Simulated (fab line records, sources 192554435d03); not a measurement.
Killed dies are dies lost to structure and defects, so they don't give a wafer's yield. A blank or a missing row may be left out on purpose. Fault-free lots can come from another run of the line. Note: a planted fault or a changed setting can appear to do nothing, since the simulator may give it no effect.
Comparing a struck lot with a sound one || flow n5 finfet || 37 steps out of a route of 1938
Sound: the wafers L792.2, L792.4, L792.5. Wafers L797.1, L797.2, L797.3 were the ones struck. The cause is given at the end.
Each step with rows lists, per side, the tool, then ch with its chambers, then its first start. Under that, the readings that differ: sound wafers || struck wafers || difference of the means || sigmas: that difference in standard deviations of wafers without a fault.
alike: readings whose means differ by less than 2 such deviations, and words and numbers that are the same on both sides. not compared: withheld readings, readings that some wafer has no value for, bounds like >300 that may hide the same value, and numbers for which the record gives no deviation and whose values overlap.
Wherever a step has rows on one side only, a row that says differs or no value, or a row with sigmas, the two part there. Non-overlapping numbers with no deviation appear without sigmas and do not part them. A reading missing from all wafers of one side parts the sides only when that side holds two or more wafers.

first, 9 steps without rows for these wafers: N5_GATE_CUT_CMP_23 (polishes, stops on SiO2, t overpolish 23.4 s, target thk 16 nm); N5_GATE_CUT_CMP_43 (polishes SiO2); N5_GATE_CUT_CMP_61 (polishes, stops on SiNx, t overpolish 3 s); N5_MOL_CONTACT_COAG_COAT_103 (time 60 s, resist thk 80 nm); N5_MOL_CONTACT_COAG_COAT_104 (time 60 s, resist thk 12 nm); N5_MOL_CONTACT_COAG_COAT_58 (time 60 s, resist thk 10 nm); N5_MOL_CONTACT_COAG_COAT_02 (resist thk 30 nm); N5_MOL_CONTACT_COAG_EBR_04; N5_MOL_CONTACT_COAG_SOFTBAKE_03 (time 60 s).
N5_MOL_CONTACT_COAG_EXPOSE_05: exposes mask CA, defocus 0 nm.
  sound on euv scanner-02 ch 0, day 5 17:52; struck on euv scanner-02 ch 0, day 6 20:51
{"reading": "exposure dose mJ cm2", "sound": "38.23 38.23 38.28", "struck": "36.92 36.91 36.94", "difference": -1.32, "sigmas": -40}
  alike: mask
then, 2 steps without rows for these wafers: N5_MOL_CONTACT_COAG_PEB_06 (peb time 60 s); N5_MOL_CONTACT_COAG_DEVELOP_07 (develop time 30 s).
N5_MOL_CONTACT_COAG_CD_MEAS_08: target cd 28 nm.
  sound on cd sem-02 ch 0, day 5 17:59; struck on cd sem-02 ch 0, day 6 20:59
{"reading": "cd nm (nm)", "sound": "27.88 27.89 27.91", "struck": "27.11 26.94 26.91", "difference": -0.91, "sigmas": -4}
then, 1 step without rows for these wafers: N5_MOL_CONTACT_COAG_DESCUM_13 (chemistry O2, time 7 s).
N5_MOL_CONTACT_COAG_ETCH_59: etches underlayer in N2/H2, target depth 13 nm, time 10.4 s.
  sound on rie diel-04 ch 0,1, day 5 18:35; struck on rie diel-06 ch 0,2,3, day 6 21:22
{"reading": "throttle valve pct (%)", "sound": "17.66 17.84 17.65", "struck": "18.40 17.99 18.07", "difference": "+0.44", "sigmas": "+2"}
{"reading": "model.MOL_CONTACT_COAG.cd offset nm (nm)", "sound": "0 -0.2 -0.2", "struck": "-1 -0.8 -1.2", "difference": -1, "sigmas": ""}
  alike: drypump motor current A, etch rf on time s, oes product au, rf vpp V, showerhead plenum p Torr
  not compared: rf hours counter h
then, 7 steps without rows for these wafers: N5_MOL_CONTACT_COAG_ETCH_105 (etches SiARC in CF4, target depth 15.6 nm, time 26 s); N5_MOL_CONTACT_COAG_ETCH_106 (etches SOC in N2/H2, target depth 80 nm, overetch 16 nm, time 120 s); N5_MOL_CONTACT_COAG_STRIP_107 (strips in N2/H2); N5_MOL_CONTACT_COAG_STRIP_108 (strips in N2/H2); N5_MOL_CONTACT_COAG_CONTACT_ETCH_14 (etches SiO2 in C4F6/O2, target depth 27.5 nm, overetch 8.5 nm, time 20 s); N5_MOL_CONTACT_COAG_STRIP_109 (strips in C4F6/O2); N5_MOL_CONTACT_COAG_ETCH_15 (etches SiNx in CH3F/O2, stops on Si:P, target depth 7 nm).
N5_MOL_CONTACT_COAG_ETCH_110: etches Si in CF4/O2, target depth 2.5 nm, time 8 s.
  sound on rie diel-04 ch 0,1, day 5 18:49; struck on rie diel-06 ch 0,2,3, day 6 21:37
{"reading": "model.MOL_CONTACT_COAG.cd offset nm (nm)", "sound": "-0.2 0 -0.2", "struck": "-1.2 -1 -1.4", "difference": -1.1, "sigmas": ""}
  alike: drypump motor current A, oes_f_703_au, oes product au, rf vpp V, showerhead plenum p Torr, throttle valve pct
  not compared: rf hours counter h
then, 13 steps without rows for these wafers: N5_MOL_CONTACT_COAG_STRIP_98 (strips in N2/H2); N5_MOL_CONTACT_COAG_IMPLANT_129; N5_MOL_CONTACT_COAG_PRECLEAN_111 (cleans in NF3:NH3, afs cycles 1, time 20 s, sublimation time 60 s); N5_MOL_CONTACT_COAG_TI_SIL_19 (material Ti, target thk 4.2 nm, time 15 s); N5_MOL_CONTACT_COAG_ALD_20 (deposits TiN, target thk 1.5 nm, pulse time 1 s, purge time 3 s); N5_MOL_CONTACT_COAG_SIL_ANNEAL_21 (time 60 s); N5_MOL_CONTACT_COAG_PRE_CLEAN_141 (time 60 s); N5_MOL_CONTACT_COAG_SPUTTER_143 (material Co, target thk 2.5 nm); N5_MOL_CONTACT_COAG_CO_FILL_22 (material Co, precursor CCTBA/H2, target thk 20 nm); N5_MOL_CONTACT_COAG_ANNEAL_113 (time 300 s); N5_MOL_CONTACT_COAG_PRE_CLEAN_142 (time 60 s); N5_MOL_CONTACT_COAG_SPUTTER_130 (material Co, target thk 47.5 nm); N5_MOL_CONTACT_COAG_PRECLEAN_125 (cleans in DIW, time 57.5 s).
-- here the record skips 3 days between the struck wafers' starts before and after, leaving off in module MOL_CONTACT_COAG and picking up in module BEOL_M4 (first step shown: number 1111 of the route) --
N5_BEOL_M4_RC_MEAS_101:
  sound on prober-02 ch 0, day 8 17:12; struck on prober-02 ch 0, day 9 14:12
{"reading": "RC_DENSE_N (ohm.um)", "sound": "18.9 19.0 19.3", "struck": "21.3 20.5 21.0", "difference": "+1.9", "sigmas": "+4"}
{"reading": "RC_DENSE_P (ohm.um)", "sound": "24.0 23.8 23.8", "struck": "26.1 25.9 26.0", "difference": "+2.1", "sigmas": "+4"}
{"reading": "RC_N (ohm.um)", "sound": "15.5 15.4 15.6", "struck": "17.3 16.8 17.1", "difference": "+1.6", "sigmas": "+4"}
{"reading": "RC_P (ohm.um)", "sound": "19.3 19.3 19.3", "struck": "21.3 20.8 21.0", "difference": "+1.7", "sigmas": "+4"}
  alike: DIBL_N, DIBL_P, IOFF_N, IOFF_P, ION_N, ION_P, SS_N, SS_P, VT_N, VT_P

WHERE THEY PART
At N5_MOL_CONTACT_COAG_EXPOSE_05 first; at N5_BEOL_M4_RC_MEAS_101 last (within this record only).

WHY: what had been put in by the simulator
Process parameters drifting: euv scanner-02 at N5_MOL_CONTACT_COAG_EXPOSE_05, beginning at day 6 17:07. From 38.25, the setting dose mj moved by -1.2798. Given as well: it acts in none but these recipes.
